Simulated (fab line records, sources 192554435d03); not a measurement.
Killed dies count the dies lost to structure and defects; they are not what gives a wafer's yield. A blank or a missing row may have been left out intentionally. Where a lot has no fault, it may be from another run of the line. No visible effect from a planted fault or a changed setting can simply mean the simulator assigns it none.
fab line records	flow n5Finfet
[record] lots = 8	wafers = 21	lastDay = 19
route steps=1938 shown FIN_SAQP@96 BEOL_M4@1111 PASSIVATION@1936
lots with no fault: from the same line, run without faults
startH: hours from the record's first day to the start of the lot's first wafer shown	waitH: how many hours have passed since the lot's step before this one	" unchanged from the row above	L1.1+2: several wafers, shown together as one row	- no value, or no start given	* or withheld: withheld	< > ~ a bound
route shown NAME@n: names a module that has steps shown in the file, with the first one's number in the route	usual: mean and standard deviation over wafers with no fault	same: alike in all rows	chamber/n: place in a boat	sites: per-site readings	_std_site: the standard deviation of these	_edge_site: inner sites' mean taken away from outer sites' mean	radiusMm: for every site, how far away it sits from the centre of the wafer	mask NAME#n: copy n	behind: the last tool/chamber to shape the wafer	hold: why the lot went on hold/how many hours it stayed there/how the hold came to an end	device: names the non-switching transistor (n, p or np)	end of line: the route-end tests of the same wafers	a step given without rows: its recipe and nothing more	killed: dies that structure and defects cost at the first sort, which is not the same as the wafer's yield	map: a wafer's dies, marking killed ones x, the rest . and places with no die _
set.NAME: the setting that was run; set.NAME@STEP: the one run at that earlier step	model.NAME: the simulator's own value behind a step, which no gauge read
one table for each step of the route and one row for each wafer, over a sample of lots
services: when a tool's chamber went out of use (startH, in hours from the record's first day, below 0 if earlier), for how many hours, and the reason
[[steps]]
[step N5_FIN_SAQP_HM_DEP_03]
[recipe] material = SiNx	targetThkA = 380	tempC = 400	precursor = SiH4/NH3/N2	pressureTorr = 1.5	rfW = 300	timeS = 33.6
[usual] heaterPowerW = 752/110	showerheadPlenumPTorr = 5.12/0.063	throttleValvePct = 40.6/2.4
lot.wafer	tool	chamber	startH	waitH	heaterPowerW	showerheadPlenumPTorr	throttleValvePct
L646.2	pecvd-04	1	26.77	0.2	607	5.17	43.5
L646.5	"	0	"	"	865	5.12	41.8
L646.6	"	1	"	"	604	5.17	43.5
L647.4	pecvd-04	1	33.00	0.1	669	5.16	43.7
L647.5	"	1	"	"	703	5.16	43.6
L647.6	"	0	"	"	833	5.13	41.7
L650.1	pecvd-04	1	50.73	0.2	637	5.16	43.6
L650.3	"	0	"	"	748	5.13	41.7
L650.4	"	0	"	"	759	5.14	41.9
L657.1	pecvd-01	0	93.92	0.2	742	5.07	40.5
L657.2	"	1	"	"	547	5.17	43.9
L657.3	"	2	"	"	852	4.95	38.6
L658.1	pecvd-01	2	98.64	0.2	818	4.95	38.7
L658.2	"	0	"	"	753	5.09	40.4
L658.4	"	1	"	"	641	5.15	43.9
L664.5	pecvd-04	0	135.80	0.1	804	5.13	42.3
L664.6	"	2	"	"	640	5.17	37.5
L665.2	pecvd-03	0	141.16	0.2	751	5.12	38.3
L665.5	"	0	"	"	761	5.10	38.2
L668.4	pecvd-04	2	159.64	0.2	726	5.18	37.6
L668.5	"	0	"	"	850	5.14	42.4
[step N5_FIN_SAQP_DESCUM_21]
[recipe] chemistry = O2	timeS = 7.9	sourcePowerW = 50	biasPowerW = 20	pressureMtorr = 20	rfFrequencyHz = 2.712e+07	tempC = 40	resist = CAR-ArF	o2FlowSccm = 225
[usual] drypumpMotorCurrentA = 5.6/0.49	oesProductAu = 0.76/0.071	rfVppV = 243.6/1.2	showerheadPlenumPTorr = 2.13/0.059	tempC = 40.01/0.11	throttleValvePct = 20.5/0.31
lot.wafer	tool	chamber	startH	waitH	drypumpMotorCurrentA	oesProductAu	rfHoursCounterH	rfVppV	showerheadPlenumPTorr	tempC	throttleValvePct
L646.2	rieDiel-05	0	27.62	0.0	6.3	0.87	68	241.0	2.00	39.96	20.0
L646.5	"	3	"	"	5.6	0.73	-	243.4	2.18	39.89	20.5
L646.6	"	0	"	"	6.3	0.86	-	241.4	2.00	40.18	20.0
L647.4	rieDiel-02	3	33.97	0.0	5.3	0.72	201	242.5	2.18	39.97	20.8
L647.5	"	2	"	"	5.1	0.75	-	244.1	2.19	40.10	20.5
L647.6	"	1	"	"	5.8	0.83	-	243.8	2.14	40.34	20.7
L650.1	rieDiel-02	0	51.48	0.0	6.2	0.74	172	244.8	2.19	40.14	20.9
L650.3	"	3	"	"	5.3	0.71	205	244.0	2.18	39.88	20.8
L650.4	"	2	"	"	5.1	0.73	150	245.6	2.19	40.05	20.5
L657.1	rieDiel-02	3	94.91	0.3	5.3	0.69	219	244.6	2.17	40.14	20.8
L657.2	"	0	"	"	6.2	0.72	187	244.4	2.19	40.19	20.9
L657.3	"	2	"	"	5.1	0.72	164	244.6	2.18	40.13	20.6
L658.1	rieDiel-05	1	99.58	0.0	4.9	0.73	157	242.9	2.09	39.95	20.1
L658.2	"	3	"	"	5.6	0.71	209	243.7	2.18	40.10	20.5
L658.4	"	2	"	"	5.9	0.90	29	242.9	2.05	40.00	20.2
L664.5	rieDiel-02	1	136.66	0.0	5.8	0.78	-	242.0	2.13	39.98	20.8
L664.6	"	0	"	"	6.1	0.70	-	243.4	2.18	40.00	21.0
L665.2	rieDiel-02	3	141.94	0.0	5.3	0.67	237	244.4	2.17	40.12	20.8
L665.5	"	3	"	"	5.3	0.68	-	243.5	2.17	40.18	20.8
L668.4	rieDiel-05	3	160.46	0.1	5.6	0.70	229	244.3	2.17	39.94	20.6
L668.5	"	1	"	"	4.9	0.71	-	244.5	2.09	40.12	20.2
[step N5_FIN_SAQP_ETCH_51]
[recipe] chemistry = CF4	target = SiARC	targetDepthA = 455	maskMaterial = CAR-ArF	timeS = 75.8	ionEnergyEv = 80	pressureMtorr = 40	sourceW = 545	biasW = 36	Ar_flow_sccm = 100	cf4FlowSccm = 100	ends = cleared
[usual] drypumpMotorCurrentA = 5.6/0.49	etchRfOnTimeS = 76.9/2.5	oesProductAu = 0.65/0.058	rfVppV = 184.3/1.1	showerheadPlenumPTorr = 2.17/0.046	throttleValvePct = 15.64/0.27
lot.wafer	tool	chamber	startH	waitH	drypumpMotorCurrentA	etchRfOnTimeS	oesProductAu	rfHoursCounterH	rfVppV	showerheadPlenumPTorr	throttleValvePct
L646.2	rieDiel-05	0	27.65	0.0	6.3	76.4	0.72	68	183.7	2.09	15.46
L646.5	"	3	"	"	5.6	76.2	0.63	-	184.9	2.21	15.62
L646.6	"	0	"	"	6.3	75.7	0.72	-	182.6	2.09	15.45
L647.4	rieDiel-02	3	34.01	0.0	5.3	75.2	0.61	201	184.3	2.22	16.01
L647.5	"	2	"	"	5.1	72.3	0.66	-	184.7	2.22	15.62
L647.6	"	1	"	"	5.7	74.3	0.70	-	183.9	2.16	15.67
L650.1	rieDiel-02	0	51.52	0.0	6.2	79.0	0.61	172	184.7	2.21	15.91
L650.3	"	3	"	"	5.3	76.8	0.61	205	185.0	2.22	16.01
L650.4	"	2	"	"	5.1	73.5	0.64	150	185.5	2.22	15.63
L657.1	rieDiel-02	3	94.95	0.0	5.3	76.9	0.59	219	185.5	2.21	16.02
L657.2	"	0	"	"	6.2	76.7	0.62	187	182.6	2.20	15.93
L657.3	"	2	"	"	5.1	73.9	0.63	164	184.9	2.21	15.66
L658.1	rieDiel-05	1	99.62	0.0	4.9	83.8	0.59	157	184.7	2.15	15.46
L658.2	"	3	"	"	5.6	76.5	0.61	209	182.8	2.21	15.65
L658.4	"	2	"	"	5.9	77.5	0.76	29	183.2	2.11	15.34
L664.5	rieDiel-02	1	136.71	0.0	5.8	75.8	0.66	-	182.5	2.14	15.76
L664.6	"	0	"	"	6.2	77.9	0.60	-	182.8	2.20	15.98
L665.2	rieDiel-02	3	141.98	0.0	5.3	76.6	0.59	237	184.9	2.20	16.06
L665.5	"	3	"	"	5.3	76.7	0.58	-	185.4	2.20	16.08
L668.4	rieDiel-05	3	160.50	0.0	5.6	75.0	0.60	229	184.8	2.20	15.69
L668.5	"	1	"	"	4.9	82.1	0.59	-	183.7	2.14	15.50
[step N5_FIN_SAQP_MANDREL_ETCH_22]
[recipe] targetDepthA = 600	chemistry = HBr/Cl2	target = a-Si	stopOn = SiNx	btTimeS = 10	overEtchFrac = 0.5	timeS = 30	pressureMtorr = 10	icpW = 800	biasW = 75	HBr_flow_sccm = 150	Cl2_flow_sccm = 80	ends = endPoint
[usual] drypumpMotorCurrentA = 5.4/0.38	oesProductAu = 0.765/0.017	throttleValvePct = 35.6/0.42
lot.wafer	tool	chamber	startH	waitH	drypumpMotorCurrentA	oesProductAu	rfHoursCounterH	throttleValvePct
L646.2	rieSi-02	3	27.90	0.0	5.8	0.721	152	35.4
L646.5	"	3	"	"	5.8	0.736	-	35.4
L646.6	"	2	"	"	5.2	0.770	-	36.0
L647.4	rieSi-03	1	34.26	0.0	5.2	0.751	122	35.4
L647.5	"	3	"	"	5.5	0.793	-	35.7
L647.6	"	0	"	"	5.6	0.761	-	34.8
L650.1	rieSi-02	2	51.76	0.0	5.2	0.754	2	36.0
L650.3	"	0	"	"	5.2	0.748	24	35.7
L650.4	"	3	"	"	5.8	0.726	153	35.4
L657.1	rieSi-02	0	95.19	0.0	5.1	0.683	25	35.8
L657.2	"	3	"	"	5.8	0.680	154	35.5
L657.3	"	2	"	"	5.2	0.699	3	36.1
L658.1	rieSi-02	1	99.87	0.0	5.3	0.701	123	35.8
L658.2	"	0	"	"	5.1	0.692	25	35.8
L658.4	"	2	"	"	5.2	0.698	3	36.1
L664.5	rieSi-03	1	136.97	0.1	5.2	0.759	-	35.4
L664.6	"	0	"	"	5.6	0.789	-	34.8
L665.2	rieSi-03	1	142.23	0.0	5.2	0.756	124	35.4
L665.5	"	0	"	"	5.6	0.788	-	34.8
L668.4	rieSi-02	3	160.74	0.0	5.8	0.755	155	35.3
L668.5	"	3	"	"	5.8	0.751	-	35.4
[step N5_FIN_SAQP_SPACER1_ETCHBACK_25]
[recipe] chemistry = CHF3/O2	mode = anisotropicEtchback	target = SiO2	targetDepthA = 244	timeS = 12.2	pressureMtorr = 30	sourceW = 650	biasW = 170	Ar_flow_sccm = 200	CHF3_flow_sccm = 50	O2_flow_sccm = 5	ionEnergyEv = 200
[usual] drypumpMotorCurrentA = 5.6/0.54	oesProductAu = 0.78/0.082	rfVppV = 517/13	showerheadPlenumPTorr = 2.44/0.053	throttleValvePct = 18.85/0.28
lot.wafer	tool	chamber	startH	waitH	drypumpMotorCurrentA	oesProductAu	rfHoursCounterH	rfVppV	showerheadPlenumPTorr	throttleValvePct
L646.2	rieDiel-06	1	29.46	0.4	6.4	0.90	27	525	2.46	18.36
L646.5	"	1	"	"	6.4	0.91	-	525	2.46	18.36
L646.6	"	0	"	"	5.3	0.78	-	505	2.52	19.05
L647.4	rieDiel-06	0	35.91	0.5	5.3	0.77	128	504	2.52	19.06
L647.5	"	2	"	"	5.4	0.71	-	531	2.46	18.95
L647.6	"	1	"	"	6.5	0.90	-	525	2.46	18.35
L650.1	rieDiel-06	2	53.29	0.4	5.4	0.70	219	531	2.46	18.95
L650.3	"	3	"	"	4.8	0.69	247	533	2.37	18.69
L650.4	"	1	"	"	6.5	0.89	33	523	2.46	18.38
L657.1	rieDiel-02	2	97.53	0.4	5.1	0.28	165	518	2.50	18.89
L657.2	"	3	"	"	5.3	0.26	220	498	2.47	19.07
L657.3	"	0	"	"	6.2	0.27	189	539	2.49	19.17
L658.1	rieDiel-05	1	101.48	0.4	4.9	0.28	158	514	2.44	18.69
L658.2	"	3	"	"	5.6	0.27	210	528	2.47	18.74
L658.4	"	2	"	"	5.9	0.33	29	496	2.37	18.56
L664.5	rieDiel-06	1	138.69	0.3	6.5	0.86	-	524	2.45	18.40
L664.6	"	0	"	"	5.3	0.75	-	506	2.51	19.11
L665.2	rieDiel-06	3	145.34	0.4	4.8	0.91	20	533	2.36	18.37
L665.5	"	0	"	"	5.3	0.75	-	506	2.51	19.14
L668.4	rieDiel-02	3	163.08	0.5	5.3	0.66	244	498	2.46	19.23
L668.5	"	2	"	"	5.1	0.71	-	517	2.49	19.04
[step N5_FIN_SAQP_INSPECT_40]
[recipe] inspectInstrument = brightfield	mode = aei
[usual] rawDefectCount = 241/82
lot.wafer	tool	chamber	startH	waitH	rawDefectCount
L646.2	defectInspect-02	-	31.93	0.0	217
L646.5	"	-	"	"	216
L646.6	"	-	"	"	203
L647.4	defectInspect-01	-	38.41	0.0	229
L647.5	"	-	"	"	143
L647.6	"	-	"	"	203
L650.1	defectInspect-01	-	56.68	0.0	532
L650.3	"	-	"	"	316
L650.4	"	-	"	"	245
L657.1	defectInspect-02	-	100.59	0.0	1836
L657.2	"	-	"	"	1805
L657.3	"	-	"	"	1814
L658.1	defectInspect-01	-	104.19	0.0	1821
L658.2	"	-	"	"	1779
L658.4	"	-	"	"	1780
L664.5	defectInspect-02	-	141.17	0.0	242
L664.6	"	-	"	"	246
L665.2	defectInspect-02	-	147.77	0.0	163
L665.5	"	-	"	"	160
L668.4	defectInspect-01	-	165.61	0.0	203
L668.5	"	-	"	"	305
[step N5_BEOL_M4_RC_MEAS_101]
[usual] DIBL_N = 36.5/2.2	DIBL_P = 36.9/2.9	IOFF_N = 0.17/0.044	IOFF_P = 0.22/0.052	ION_N = 671/16	ION_P = 461/10	SS_N = 71.6/0.73	SS_P = 73.5/0.79	VT_N = 250/4.1	VT_P = -250/4.1
lot.wafer	tool	chamber	startH	waitH	DIBL_N[mV/V]	DIBL_P[mV/V]	IOFF_N[nA/um]	IOFF_P[nA/um]	ION_N[uA/um]	ION_P[uA/um]	SS_N[mV/dec]	SS_P[mV/dec]	VT_N[mV]	VT_P[mV]
L646.2	prober-02	0	196.53	0.2	35.9	36.2	0.15	0.21	666	459	70.7	73.0	249	-249
L646.5	"	0	"	"	36.7	36.3	0.15	0.20	656	453	71.3	73.7	250	-252
L646.6	"	0	"	"	35.2	36.0	0.14	0.21	664	461	71.9	73.2	253	-248
L647.4	prober-01	0	203.46	0.5	34.2	34.5	0.11	0.18	655	451	71.1	72.1	258	-254
L647.5	"	0	"	"	37.0	38.1	0.16	0.22	655	448	72.2	73.3	250	-252
L647.6	"	0	"	"	35.7	37.1	0.13	0.21	668	463	71.2	72.9	252	-251
L650.1	prober-02	0	207.74	0.0	36.2	37.7	0.19	0.27	680	476	71.6	73.3	245	-245
L650.3	"	0	"	"	35.3	36.1	0.17	0.24	671	462	70.7	73.0	249	-247
L650.4	"	0	"	"	36.0	37.1	0.16	0.24	668	467	71.7	74.0	251	-249
L664.5	prober-02	0	297.47	0.6	34.6	34.3	0.13	0.16	652	445	71.5	72.7	253	-253
L664.6	"	0	"	"	36.5	37.3	0.18	0.20	669	453	71.7	73.7	245	-250
L665.2	prober-02	0	315.73	0.2	35.1	34.2	0.16	0.24	682	478	71.1	72.9	251	-243
L665.5	"	0	"	"	40.6	41.2	0.31	0.38	707	487	72.5	74.8	241	-238
L668.4	prober-01	0	340.80	0.5	40.2	42.9	0.23	0.29	669	456	72.3	74.7	248	-247
L668.5	"	0	"	"	42.3	44.0	0.28	0.33	702	471	73.4	75.0	242	-243
[step N5_PASSIVATION_PROBE_49]
[usual] defectLimitedYield = 91.3/1.4	killed_at_M0_to_M3 = 36/10	killed_at_M4_up = 13/5.4	killedAtContacts = 12/5.3	killedAtFrontEnd = 39/10	killedAtOther = 3.2/2.7	killedDies = 103/16	killedOnRim = 13/4	killedOpen = 68/13	killedShort = 33/6.6	sort_bin_4_leakage = 0.01/0.031	sort_bin_5_function = 5.1/0.92	sort_bin_6_memory = 3.3/0.68	sort_bin_8_speed = 0.1/0.41	sortNPass = 1077/17	sortYieldPct = 91.2/1.4
[same] grossDies = 1180	killedAtBackSide = 0
lot.wafer	tool	chamber	startH	waitH	defectLimitedYield[%]	killed_at_M0_to_M3	killed_at_M4_up	killedAtContacts	killedAtFrontEnd	killedAtOther	killedDies	killedOnRim	killedOpen	killedShort	sort_bin_4_leakage[%]	sort_bin_5_function[%]	sort_bin_6_memory[%]	sort_bin_8_speed[%]	sortNPass	sortYieldPct[%]
L657.1	prober-01	-	365.61	0.2	0	23	18	19	1109	11	1180	152	72	31	0	96.9	3.0	0	0	0
L657.2	prober-01	-	365.66	0.2	0	36	28	8	1097	11	1180	152	62	43	0	97.2	2.5	0	0	0
L657.3	prober-01	-	365.71	0.3	0	30	17	10	1120	3	1180	152	54	39	0	96.7	2.7	0	0	0
L658.1	prober-01	-	390.21	0.0	0	28	12	7	1132	1	1180	152	65	25	0	97.1	2.7	0	0	0
L658.2	prober-01	-	390.26	0.1	0	36	5	24	1108	7	1180	152	60	36	0	96.4	3.3	0	0	0
L658.4	prober-01	-	390.36	0.2	0	25	9	10	1129	7	1180	152	52	31	0	96.4	3.3	0	0	0
// killed by level:class
L657.1 FIN_SAQP:areaEtch=1076 MOL_CONTACT_COAG:geometricParticle:open=15 BEOL_M4:geometricParticle:open=11 FIN_SAQP:geometricParticle:open=8 BEOL_M0_SAQP:geometricParticle:open=8 DUMMY_GATE:geometricParticle:open=7 BEOL_M0_SAQP:geometricParticle:short=6 MOL_CONTACT_COAG:geometricParticle:short=4
L657.2 FIN_SAQP:areaEtch=1073 BEOL_M4:geometricParticle:open=16 BEOL_M0_SAQP:geometricParticle:short=11 BEOL_M2:geometricParticle:open=10 FIN_SAQP:geometricParticle:open=7 BEOL_M0_SAQP:geometricParticle:open=7 MOL_CONTACT_COAG:geometricParticle:short=6 BEOL_M4:geometricParticle:short=4
L657.3 FIN_SAQP:areaEtch=1086 BEOL_M0_SAQP:geometricParticle:short=11 BEOL_M2:geometricParticle:open=10 FIN_SAQP:geometricParticle:short=9 FIN_SAQP:geometricParticle:open=8 BEOL_M4:geometricParticle:open=8 MOL_CONTACT_COAG:geometricParticle:open=5 MOL_CONTACT_COAG:geometricParticle:short=5
L658.1 FIN_SAQP:areaEtch=1087 DUMMY_GATE:geometricParticle:open=11 FIN_SAQP:geometricParticle:open=7 BEOL_M3:geometricParticle:open=7 MOL_CONTACT_COAG:geometricParticle:open=6 BEOL_M1:geometricParticle:open=6 STI_FIN_REVEAL:geometricParticle:open=5 BEOL_M0_SAQP:geometricParticle:short=4
L658.2 FIN_SAQP:areaEtch=1083 MOL_CONTACT_COAG:geometricParticle:open=18 BEOL_M0_SAQP:geometricParticle:short=8 BEOL_M0:geometricParticle:open=8 MOL_CONTACT_COAG:geometricParticle:short=6 BEOL_M0_SAQP:geometricParticle:open=6 MIM_TOP_ETCH:geometricParticle:short=6 BEOL_M1:geometricParticle:open=5
L658.4 FIN_SAQP:areaEtch=1097 MOL_CONTACT_COAG:geometricParticle:open=9 BEOL_M0_SAQP:geometricParticle:short=8 BEOL_M2:geometricParticle:open=6 STI_FIN_REVEAL:geometricParticle:open=5 DUMMY_GATE:geometricParticle:open=4 ILD0:geometricParticle:open=4 MIM_TOP_ETCH:geometricParticle:short=4
[[services]]
tool	chamber	startH	hours	kind
rieSi-03	-	2.98	0.4	repair
rieSi-02	1	4.82	7.5	repair
rieDiel-05	-	5.20	0.2	repair
pecvd-04	0	6.16	5.5	scheduledDown
pecvd-04	2	21.12	-	clean
pecvd-04	2	21.12	-	consumableReplace:showerhead
pecvd-04	2	21.12	29.0	scheduledDown
pecvd-04	2	21.12	29.0	ventCycle
rieDiel-02	3	24.79	6.3	repair
pecvd-03	0	25.92	13.7	repair
rieDiel-05	3	39.99	7.1	repair
rieDiel-02	3	42.32	4.4	repair
rieDiel-06	-	46.53	2.8	pm
pecvd-01	0	51.20	3.6	repair
rieDiel-06	3	61.57	-	clean
rieDiel-06	3	61.57	-	consumableReplace:focusRing
rieDiel-06	3	61.57	14.3	scheduledDown
pecvd-03	1	76.77	5.0	repair
rieDiel-06	3	89.22	5.0	repair
pecvd-04	2	96.11	9.0	repair
pecvd-03	-	96.70	1.1	repair
rieSi-03	2	105.92	3.8	repair
rieDiel-05	1	121.32	1.8	repair
pecvd-04	-	125.96	1.0	repair
[[key]]
[firstSign] step = N5_FIN_SAQP_MANDREL_ETCH_22	reading = oesProductAu	direction = down	sigmas = 4.4	usual = 0.765	struck = 0.692
[effect] step = N5_FIN_SAQP_SPACER1_ETCHBACK_25	reading = oesProductAu	direction = down	sigmas = 6	usual = 0.78	struck = 0.28
[effect] step = N5_FIN_SAQP_INSPECT_40	reading = rawDefectCount	direction = up	sigmas = 19	usual = 241	struck = 1806
[effect] step = N5_PASSIVATION_PROBE_49	reading = killedAtFrontEnd	direction = up	sigmas = 99+	usual = 39	struck = 1116
[moreKillsBornAt] N5_FIN_SAQP_MANDREL_ETCH_22@rieSi-02 = 6502
metAt N5_FIN_SAQP_MANDREL_ETCH_22
struckLots L657,L658
laterRowsLeftOut L657.1,L657.2,L657.3,L658.1,L658.2,L658.4
notActingAt N5_FIN_SAQP_HM_DEP_03,N5_FIN_SAQP_DESCUM_21,N5_FIN_SAQP_ETCH_51
onsetBetween 51.76 95.19
[fault] kind = processParameterDrift	tool = rieSi-02	chamber = -	onsetH = 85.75	steps = N5_FIN_SAQP_MANDREL_ETCH_22	channel = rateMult	offset = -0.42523	shape = step	endH = 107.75
// laterRowsLeftOut: the simulator's readings of these wafers behind a module that went badly wrong aren't trusted and aren't shown, but for the sort
